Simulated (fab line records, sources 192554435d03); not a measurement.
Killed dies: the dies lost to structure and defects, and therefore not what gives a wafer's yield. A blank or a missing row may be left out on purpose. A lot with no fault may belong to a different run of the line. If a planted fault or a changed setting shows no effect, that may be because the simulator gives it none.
Which tool did it?    flow n5_finfet    24 lots with 72 wafers sampled at 6 steps, on a route of 1938 steps

## WHAT THE GAUGES READ, wafer by wafer
N5_FIN_SAQP_CD_MEAS_31: the cd target is 8 nm. Usual: cd_nm at 8.11 nm, with a standard deviation of 0.23.
lot   measured     on         cd_nm (nm)      flag
L074  day 2 02:28  cd_sem-01  8.41 8.11 8.27  
L075  day 2 08:38  cd_sem-01  7.90 8.55 8.04  
L076  day 2 14:19  cd_sem-03  7.98 8.02 8.01  
L077  day 2 20:45  cd_sem-03  8.42 7.96 8.15  
L078  day 3 04:40  cd_sem-01  7.83 7.79 8.23  
L079  day 3 08:40  cd_sem-01  7.76 7.82 8.04  
L080  day 3 13:38  cd_sem-02  8.48 7.93 8.03  
L081  day 4 00:05  cd_sem-02  7.92 8.21 7.76  
L082  day 4 05:16  cd_sem-03  8.47 8.14 8.33  
L083  day 4 08:35  cd_sem-01  8.53 7.93 8.24  
L084  day 4 15:29  cd_sem-03  8.16 7.62 7.94  
L085  day 4 20:29  cd_sem-03  8.05 8.00 7.96  
L086  day 5 04:22  cd_sem-02  7.67 8.04 7.73  
L087  day 5 09:22  cd_sem-03  7.86 8.67 8.17  
L088  day 5 14:56  cd_sem-02  7.97 8.33 8.06  
L089  day 5 21:08  cd_sem-03  8.59 8.11 8.34  
L090  day 6 04:47  cd_sem-01  8.16 7.50 7.96  
L091  day 6 09:23  cd_sem-02  8.39 8.30 7.76  
L092  day 6 14:49  cd_sem-03  8.03 8.21 8.13  
L093  day 6 19:52  cd_sem-03  7.99 8.08 7.85  
L094  day 7 01:49  cd_sem-01  8.02 8.59 8.22  
L095  day 7 08:41  cd_sem-02  8.20 8.09 8.23  
L096  day 7 13:44  cd_sem-03  8.26 8.40 8.36  
L097  day 7 20:52  cd_sem-02  8.35 8.26 8.10  

## EACH LOT AND THE TOOL THAT RAN IT (in order: tool; ch and the chambers of the sampled wafers; start)
lot   N5_ZERO_LAYER_PECVD_02          N5_WELL_APT_RTA_34               N5_FIN_SAQP_ETCH_52                N5_FIN_SAQP_RECESS_75              N5_FIN_SAQP_SPACER2_ETCHBACK_29
L074  pecvd-03 ch 1,2, day 1 12:17    rtp_anneal-01 ch 0, day 1 15:49  rie_diel-03 ch 2,3, day 1 22:35    vapor_etch-01 ch 0,1, day 1 23:30  rie_diel-03 ch 0,1, day 2 02:16
L075  pecvd-03 ch 0,1,2, day 1 18:18  rtp_anneal-01 ch 0, day 1 22:14  rie_diel-03 ch 1,2, day 2 04:27    vapor_etch-02 ch 0,1, day 2 05:20  rie_diel-01 ch 0,2,3, day 2 08:26
L076  pecvd-01 ch 1,2, day 2 00:28    rtp_anneal-02 ch 0, day 2 04:04  rie_diel-03 ch 0,2, day 2 10:43    vapor_etch-01 ch 0, day 2 11:21    rie_diel-06 ch 0,1,3, day 2 14:07
L077  pecvd-03 ch 0,1, day 2 06:17    rtp_anneal-01 ch 0, day 2 09:44  rie_diel-03 ch 0,1,3, day 2 17:14  vapor_etch-01 ch 0,1, day 2 17:52  rie_diel-06 ch 0,1, day 2 20:33
L078  pecvd-01 ch 0,2, day 2 12:18    rtp_anneal-01 ch 0, day 2 16:10  rie_diel-01 ch 0,1, day 2 22:58    vapor_etch-02 ch 0,1, day 3 01:17  rie_diel-06 ch 2,3, day 3 04:28
L079  pecvd-03 ch 0, day 2 18:17      rtp_anneal-01 ch 0, day 2 22:24  rie_diel-06 ch 0,1,3, day 3 04:10  vapor_etch-01 ch 0,1, day 3 04:48  rie_diel-03 ch 0,2,3, day 3 08:28
L080  pecvd-03 ch 0, day 3 00:17      rtp_anneal-02 ch 0, day 3 03:56  rie_diel-06 ch 0,1,2, day 3 09:50  vapor_etch-01 ch 0,1, day 3 10:27  rie_diel-03 ch 0,2, day 3 13:26
L081  pecvd-03 ch 0, day 3 06:17      rtp_anneal-02 ch 0, day 3 10:05  rie_diel-01 ch 1,3, day 3 16:17    vapor_etch-02 ch 0,1, day 3 16:55  rie_diel-03 ch 0,2, day 3 23:53
L082  pecvd-01 ch 1,2, day 3 12:17    rtp_anneal-01 ch 0, day 3 16:06  rie_diel-03 ch 2,3, day 3 23:31    vapor_etch-02 ch 0,1, day 4 00:08  rie_diel-03 ch 0,2,3, day 4 05:04
L083  pecvd-01 ch 0,1, day 3 18:28    rtp_anneal-02 ch 0, day 3 22:25  rie_diel-03 ch 2,3, day 4 04:41    vapor_etch-01 ch 0,1, day 4 05:19  rie_diel-06 ch 0,3, day 4 08:21
L084  pecvd-01 ch 0,1,2, day 4 00:28  rtp_anneal-01 ch 0, day 4 04:59  rie_diel-03 ch 1,3, day 4 11:32    vapor_etch-01 ch 0,1, day 4 12:16  rie_diel-01 ch 2,3, day 4 15:17
L085  pecvd-04 ch 0,2, day 4 06:28    rtp_anneal-02 ch 0, day 4 10:18  rie_diel-06 ch 1,2, day 4 16:50    vapor_etch-01 ch 0,1, day 4 17:27  rie_diel-06 ch 1,2,3, day 4 20:17
L086  pecvd-04 ch 0,2, day 4 12:17    rtp_anneal-02 ch 0, day 4 15:47  rie_diel-01 ch 2,3, day 4 22:59    vapor_etch-02 ch 0,1, day 4 23:35  rie_diel-03 ch 0,3, day 5 04:10
L087  pecvd-01 ch 0,1,2, day 4 18:17  rtp_anneal-02 ch 0, day 4 22:21  rie_diel-06 ch 0,2, day 5 05:04    vapor_etch-01 ch 0,1, day 5 05:51  rie_diel-01 ch 1,3, day 5 09:10
L088  pecvd-04 ch 0,1, day 5 00:17    rtp_anneal-02 ch 0, day 5 05:02  rie_diel-01 ch 0,2, day 5 11:17    vapor_etch-02 ch 0, day 5 11:56    rie_diel-01 ch 2,3, day 5 14:44
L089  pecvd-04 ch 0,2, day 5 06:18    rtp_anneal-01 ch 0, day 5 10:31  rie_diel-06 ch 1,2,3, day 5 16:35  vapor_etch-02 ch 0,1, day 5 17:12  rie_diel-01 ch 0,2,3, day 5 20:57
L090  pecvd-01 ch 1,2, day 5 12:17    rtp_anneal-01 ch 0, day 5 15:58  rie_diel-06 ch 0,1, day 5 23:33    vapor_etch-02 ch 0,1, day 6 00:41  rie_diel-01 ch 2,3, day 6 04:35
L091  pecvd-04 ch 0,2, day 5 18:17    rtp_anneal-02 ch 0, day 5 21:56  rie_diel-06 ch 1,2,3, day 6 05:25  vapor_etch-01 ch 0,1, day 6 06:19  rie_diel-01 ch 1,2,3, day 6 09:11
L092  pecvd-04 ch 0,1, day 6 00:17    rtp_anneal-01 ch 0, day 6 03:40  rie_diel-03 ch 1,2,3, day 6 09:23  vapor_etch-01 ch 0,1, day 6 10:04  rie_diel-06 ch 2,3, day 6 14:35
L093  pecvd-03 ch 0,1, day 6 06:17    rtp_anneal-02 ch 0, day 6 10:22  rie_diel-01 ch 0,2,3, day 6 16:19  vapor_etch-01 ch 0,1, day 6 16:59  rie_diel-01 ch 0,1, day 6 19:40
L094  pecvd-03 ch 0,2, day 6 12:17    rtp_anneal-01 ch 0, day 6 15:57  rie_diel-03 ch 0,1,2, day 6 21:42  vapor_etch-01 ch 0,1, day 6 22:19  rie_diel-03 ch 0,1, day 7 01:37
L095  pecvd-03 ch 0,1, day 6 18:18    rtp_anneal-01 ch 0, day 6 21:47  rie_diel-01 ch 0,2,3, day 7 04:29  vapor_etch-02 ch 0,1, day 7 05:07  rie_diel-03 ch 0,1,2, day 7 08:29
L096  pecvd-01 ch 0,1,2, day 7 00:17  rtp_anneal-01 ch 0, day 7 04:19  rie_diel-01 ch 0,1,2, day 7 10:10  vapor_etch-01 ch 0,1, day 7 10:47  rie_diel-03 ch 0,2, day 7 13:32
L097  pecvd-01 ch 0,1,2, day 7 06:17  rtp_anneal-02 ch 0, day 7 09:52  rie_diel-03 ch 0,1, day 7 15:49    vapor_etch-01 ch 0,1, day 7 16:25  rie_diel-01 ch 0,1,2, day 7 20:40
- N5_ZERO_LAYER_PECVD_02: deposits SiO2 from SiH4/N2O, target thk 10 nm, time 6 s.
- N5_WELL_APT_RTA_34: time 10 s.
- N5_FIN_SAQP_ETCH_52: etches SOC in N2/H2, target depth 100 nm, overetch 20 nm, time 150 s.
- N5_FIN_SAQP_RECESS_75: chemistry HF/NH3, target SiO2, target depth 14.4 nm, afs cycles 3, sublimation time 60 s.
- N5_FIN_SAQP_SPACER2_ETCHBACK_29: etches SiO2 in CHF3/O2, target depth 12.2 nm, time 6.1 s.

## AS READ BY THE TOOLS THEMSELVES (means over the sampled wafers that have a number; for cases with no such wafer, the mark the record gives instead)
N5_ZERO_LAYER_PECVD_02. Usual: heater_power_w 782 W, standard deviation 99; showerhead_plenum_p_Torr 8.05 Torr, standard deviation 0.12.
lot   tool      heater_power_w (W)  showerhead_plenum_p_Torr (Torr)  flag
L074  pecvd-03  783                 8.12                             
L075  pecvd-03  843                 8.05                             
L076  pecvd-01  694                 8.07                             
L077  pecvd-03  762                 8.06                             
L078  pecvd-01  731                 7.99                             
L079  pecvd-03  901                 7.97                             
L080  pecvd-03  882                 7.98                             
L081  pecvd-03  915                 7.97                             
L082  pecvd-01  690                 8.07                             
L083  pecvd-01  757                 7.88                             
L084  pecvd-01  686                 7.98                             
L085  pecvd-04  848                 8.15                             
L086  pecvd-04  752                 8.18                             
L087  pecvd-01  711                 7.98                             
L088  pecvd-04  680                 8.16                             
L089  pecvd-04  723                 8.18                             
L090  pecvd-01  634                 8.06                             
L091  pecvd-04  792                 8.19                             
L092  pecvd-04  701                 8.17                             
L093  pecvd-03  862                 8.06                             
L094  pecvd-03  931                 8.04                             
L095  pecvd-03  897                 8.01                             
L096  pecvd-01  709                 7.98                             
L097  pecvd-01  735                 7.99                             

N5_WELL_APT_RTA_34. Usual: lamp_power_pct 13.01 %, standard deviation 0.052; lamp_zone_7_pct 13.42 %, standard deviation 0.032; wafer_temp_C_max 1003.7, standard deviation 1.2.
lot   tool           lamp_power_pct (%)  lamp_zone_7_pct (%)  wafer_temp_C_max  flag
L074  rtp_anneal-01  13.00               13.44                1004.7            
L075  rtp_anneal-01  12.97               13.42                1002.9            
L076  rtp_anneal-02  12.97               13.39                1003.5            
L077  rtp_anneal-01  13.00               13.43                1004.8            
L078  rtp_anneal-01  13.00               13.41                1003.5            
L079  rtp_anneal-01  13.00               13.40                1004.0            
L080  rtp_anneal-02  13.06               13.42                1003.1            
L081  rtp_anneal-02  12.99               13.45                1005.1            
L082  rtp_anneal-01  13.04               13.43                1003.7            
L083  rtp_anneal-02  13.01               13.41                1003.7            
L084  rtp_anneal-01  12.97               13.44                1003.1            
L085  rtp_anneal-02  12.98               13.42                1004.2            
L086  rtp_anneal-02  13.01               13.42                1003.3            
L087  rtp_anneal-02  13.04               13.46                1004.0            
L088  rtp_anneal-02  13.00               13.44                1004.6            
L089  rtp_anneal-01  13.01               13.41                1003.7            
L090  rtp_anneal-01  13.02               13.43                1003.0            
L091  rtp_anneal-02  12.96               13.42                1004.5            
L092  rtp_anneal-01  13.00               13.44                1003.6            
L093  rtp_anneal-02  13.01               13.43                1002.7            
L094  rtp_anneal-01  12.94               13.42                1003.9            
L095  rtp_anneal-01  13.01               13.39                1003.2            
L096  rtp_anneal-01  12.99               13.44                1003.5            
L097  rtp_anneal-02  13.08               13.42                1003.8            

N5_FIN_SAQP_ETCH_52. Usual: bias_w 150.0 W, standard deviation 0.43; drypump_motor_current_A 5.8 A, standard deviation 0.43; h2_flow_sccm 200.0 sccm, standard deviation 0.57; oes_product_au 0.70 a.u., standard deviation 0.086; rf_vpp_V 524.9 V, standard deviation 2.1; showerhead_plenum_p_Torr 2.58 Torr, standard deviation 0.07; throttle_valve_pct 17.95 %, standard deviation 0.28.
lot   tool         bias_w (W)  drypump_motor_current_A (A)  h2_flow_sccm (sccm)  oes_product_au (a.u.)  rf_vpp_V (V)  showerhead_plenum_p_Torr (Torr)  throttle_valve_pct (%)  flag
L074  rie_diel-03  149.6       5.6                          199.5                0.65                   524.0         2.55                             17.95                   
L075  rie_diel-03  150.2       5.6                          200.0                0.62                   524.9         2.58                             18.18                   
L076  rie_diel-03  150.1       5.5                          200.2                0.63                   525.5         2.62                             18.24                   
L077  rie_diel-03  149.8       5.9                          200.1                0.63                   524.7         2.54                             18.06                   
L078  rie_diel-01  149.8       6.6                          199.3                0.71                   525.6         2.62                             17.78                   
L079  rie_diel-06  150.0       5.7                          200.1                0.69                   523.8         2.55                             18.01                   
L080  rie_diel-06  150.3       5.6                          199.8                0.67                   525.2         2.57                             18.00                   
L081  rie_diel-01  149.7       5.8                          199.9                0.71                   524.7         2.55                             17.78                   
L082  rie_diel-03  150.0       5.6                          200.4                0.64                   523.5         2.55                             17.99                   
L083  rie_diel-03  149.8       5.6                          200.0                0.64                   524.0         2.54                             17.99                   
L084  rie_diel-03  149.8       5.9                          199.8                0.80                   522.5         2.50                             17.75                   
L085  rie_diel-06  149.7       5.9                          200.7                0.79                   527.2         2.69                             17.72                   
L086  rie_diel-01  149.9       5.4                          200.2                0.65                   523.2         2.53                             18.04                   
L087  rie_diel-06  150.1       5.4                          200.1                0.67                   526.1         2.65                             18.12                   
L088  rie_diel-01  149.7       6.2                          200.5                0.63                   526.1         2.59                             18.05                   
L089  rie_diel-06  149.9       5.8                          200.5                0.72                   525.3         2.63                             18.01                   
L090  rie_diel-06  149.7       5.7                          200.0                0.80                   528.4         2.70                             17.64                   
L091  rie_diel-06  149.9       5.8                          199.9                0.72                   526.5         2.63                             18.00                   
L092  rie_diel-03  149.5       5.7                          200.3                0.76                   524.2         2.53                             17.81                   
L093  rie_diel-01  149.8       5.8                          200.2                0.64                   524.3         2.55                             18.07                   
L094  rie_diel-03  150.3       5.7                          199.7                0.84                   524.4         2.57                             17.80                   
L095  rie_diel-01  149.9       5.8                          199.8                0.63                   523.6         2.55                             18.07                   
L096  rie_diel-01  150.1       6.2                          200.0                0.68                   524.0         2.57                             17.83                   
L097  rie_diel-03  149.8       5.9                          199.8                0.83                   524.4         2.55                             17.82                   

N5_FIN_SAQP_RECESS_75. Usual: drypump_motor_current_A at 5.7 A, with a standard deviation of 0.52.
lot   tool           drypump_motor_current_A (A)  flag
L074  vapor_etch-01  5.6                          
L075  vapor_etch-02  6.2                          
L076  vapor_etch-01  6.0                          
L077  vapor_etch-01  5.3                          
L078  vapor_etch-02  6.2                          
L079  vapor_etch-01  5.3                          
L080  vapor_etch-01  5.7                          
L081  vapor_etch-02  6.2                          
L082  vapor_etch-02  6.2                          
L083  vapor_etch-01  5.3                          
L084  vapor_etch-01  5.6                          
L085  vapor_etch-01  5.3                          
L086  vapor_etch-02  6.1                          
L087  vapor_etch-01  5.3                          
L088  vapor_etch-02  6.2                          
L089  vapor_etch-02  6.2                          
L090  vapor_etch-02  6.2                          
L091  vapor_etch-01  5.3                          
L092  vapor_etch-01  5.7                          
L093  vapor_etch-01  5.6                          
L094  vapor_etch-01  5.7                          
L095  vapor_etch-02  6.2                          
L096  vapor_etch-01  5.7                          
L097  vapor_etch-01  5.3                          

N5_FIN_SAQP_SPACER2_ETCHBACK_29. Usual: bias_w 170.0 W, standard deviation 0.48; drypump_motor_current_A 5.8 A, standard deviation 0.46; mfc_ar_sccm 200.0 sccm, standard deviation 0.66; oes_product_au 0.77 a.u., standard deviation 0.091; rf_vpp_V 520 V, standard deviation 8.1; showerhead_plenum_p_Torr 2.43 Torr, standard deviation 0.056; throttle_valve_pct 19.01 %, standard deviation 0.22.
lot   tool         bias_w (W)  drypump_motor_current_A (A)  mfc_ar_sccm (sccm)  oes_product_au (a.u.)  rf_vpp_V (V)  showerhead_plenum_p_Torr (Torr)  throttle_valve_pct (%)  flag
L074  rie_diel-03  169.7       6.0                          199.9               0.69                   520           2.42                             19.27                   
L075  rie_diel-01  170.2       5.8                          199.9               0.73                   515           2.43                             19.04                   
L076  rie_diel-06  170.4       5.6                          200.4               0.78                   524           2.41                             19.02                   
L077  rie_diel-06  169.8       5.4                          200.4               0.79                   530           2.46                             18.94                   
L078  rie_diel-06  170.3       5.6                          199.8               0.77                   519           2.43                             19.14                   
L079  rie_diel-03  170.0       5.7                          200.2               0.71                   521           2.44                             19.12                   
L080  rie_diel-03  170.1       5.7                          199.5               0.69                   528           2.48                             19.31                   
L081  rie_diel-03  170.4       5.5                          199.4               0.68                   522           2.47                             19.29                   
L082  rie_diel-03  170.4       5.7                          200.3               0.69                   520           2.44                             19.13                   
L083  rie_diel-06  170.7       5.3                          199.7               0.81                   529           2.49                             19.01                   
L084  rie_diel-01  169.7       5.4                          200.3               0.72                   512           2.39                             19.07                   
L085  rie_diel-06  170.0       5.8                          199.3               0.82                   523           2.49                             18.99                   
L086  rie_diel-03  169.6       5.9                          200.3               0.69                   524           2.44                             19.16                   
L087  rie_diel-01  170.3       6.1                          200.8               0.86                   525           2.43                             18.67                   
L088  rie_diel-01  170.2       5.4                          200.2               0.72                   517           2.39                             19.04                   
L089  rie_diel-01  169.7       5.8                          200.6               0.70                   515           2.42                             19.08                   
L090  rie_diel-01  170.4       5.4                          200.5               0.71                   517           2.39                             19.04                   
L091  rie_diel-01  170.2       5.7                          200.1               0.77                   518           2.41                             18.89                   
L092  rie_diel-06  169.8       5.6                          200.6               0.72                   523           2.45                             19.17                   
L093  rie_diel-01  170.1       6.5                          200.0               0.82                   523           2.46                             18.73                   
L094  rie_diel-03  170.3       6.0                          199.6               0.92                   520           2.41                             18.92                   
L095  rie_diel-03  170.0       5.7                          199.9               0.92                   522           2.43                             18.92                   
L096  rie_diel-03  169.4       5.5                          199.7               0.91                   521           2.46                             18.90                   
L097  rie_diel-01  169.8       6.2                          200.0               0.75                   516           2.43                             18.95                   

## THE ANSWER, worked out from the rows above alone
Rule: a lot counts as off when the mean over its wafers that have a number is more than 3 standard deviations away from the usual mean. Also off: a lot with no number at a reading for which 4 or more lots have one. Where the step has rows for the other lots, those lots are counted as sound. The gauges are gone through in route order, then the tools' own readings, and for those a lot's mean is taken as printed above. At the first step where some lot is off, the reading lying furthest off is the one used; lots without a number count as furthest.
Nothing can be told from this: no lot is off at any reading shown.

## WHAT THE SIMULATOR PUT IN
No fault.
